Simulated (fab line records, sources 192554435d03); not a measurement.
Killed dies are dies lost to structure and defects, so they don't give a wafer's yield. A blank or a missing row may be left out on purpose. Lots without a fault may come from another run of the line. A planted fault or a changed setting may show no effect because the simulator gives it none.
Chamber matching | flow n5_finfet | N5_BEOL_M5_CO_CAP_78 on cvd_co-02: 3 sister chambers
The step material Co, precursor CCTBA/H2, target thk 2 nm, time 102.1 s. 16 wafers are shown with their chamber, then 7 later ones without.

WAFERS WITH THEIR CHAMBER
wafer  | chamber | heater_power_w (W) | susceptor_temp_C (C) | chamber_pressure_Torr (Torr)
L981.1 | 1       | 247                | 200.05               | 29.97
L981.2 | 2       | 203                | 199.67               | 29.92
L981.3 | 0       | 239                | 199.90               | 29.93
L983.1 | 0       | 239                | 199.98               | 29.95
L983.5 | 2       | 197                | 199.97               | 29.90
L983.6 | 0       | 237                | 200.04               | 30.02
L984.2 | 1       | 255                | 199.73               | 30.01
L984.3 | 2       | 200                | 200.33               | 30.08
L984.6 | 1       | 250                | 199.96               | 30.02
L985.2 | 0       | 241                | 200.15               | 30.08
L985.5 | 2       | 195                | 200.28               | 29.89
L985.6 | 1       | 255                | 199.69               | 29.96
L990.3 | 2       | 197                | 199.93               | 29.94
L990.5 | 2       | 199                | 200.29               | 29.96
L997.1 | 2       | 197                | 200.03               | 30.01
L997.4 | 0       | 244                | 200.27               | 29.96

SIGNATURES (means of the wafers above)
reading               | chamber 0 | chamber 1 | chamber 2 | scatter within a chamber
heater_power_w        | 240.00    | 251.75    | 198.29    | 2.99
susceptor_temp_C      | 200.0680  | 199.8575  | 200.0714  | 0.201
chamber_pressure_Torr | 29.9880   | 29.9900   | 29.9571   | 0.0588
Rule: a wafer's distance from a chamber is the root of the sum, over the readings, of the square of ((its reading less the chamber's mean) divided by the reading's scatter). The wafer belongs to the nearest chamber; if the next one is less than 2 further off, it can't be placed. The scatter: the root of (the sum of the squares of (reading less its chamber's mean) over the shown wafers, divided by (wafers less chambers)).

WAFERS WITHOUT THEIR CHAMBER
wafer  | heater_power_w (W) | susceptor_temp_C (C) | chamber_pressure_Torr (Torr)
L997.5 | 201                | 199.96               | 30.04
L103.1 | 250                | 199.62               | 30.13
L103.2 | 206                | 200.12               | 30.12
L103.3 | 240                | 199.93               | 29.96
L104.2 | 202                | 200.02               | 29.98
L104.4 | 241                | 200.14               | 30.05
L104.6 | 203                | 199.75               | 30.08

WHICH CHAMBER EACH WENT THROUGH
wafer  | from the rows above     | in truth
L997.5 | 2                       | 2
L103.1 | can't be placed: 1 or 0 | 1
L103.2 | 2                       | 2
L103.3 | 0                       | 0
L104.2 | 2                       | 2
L104.4 | 0                       | 0
L104.6 | 2                       | 2
Placed correctly: 6 of 7. Can't be placed from these rows: 1 (the true chamber is among the candidates in 1). Placed wrongly: 0.
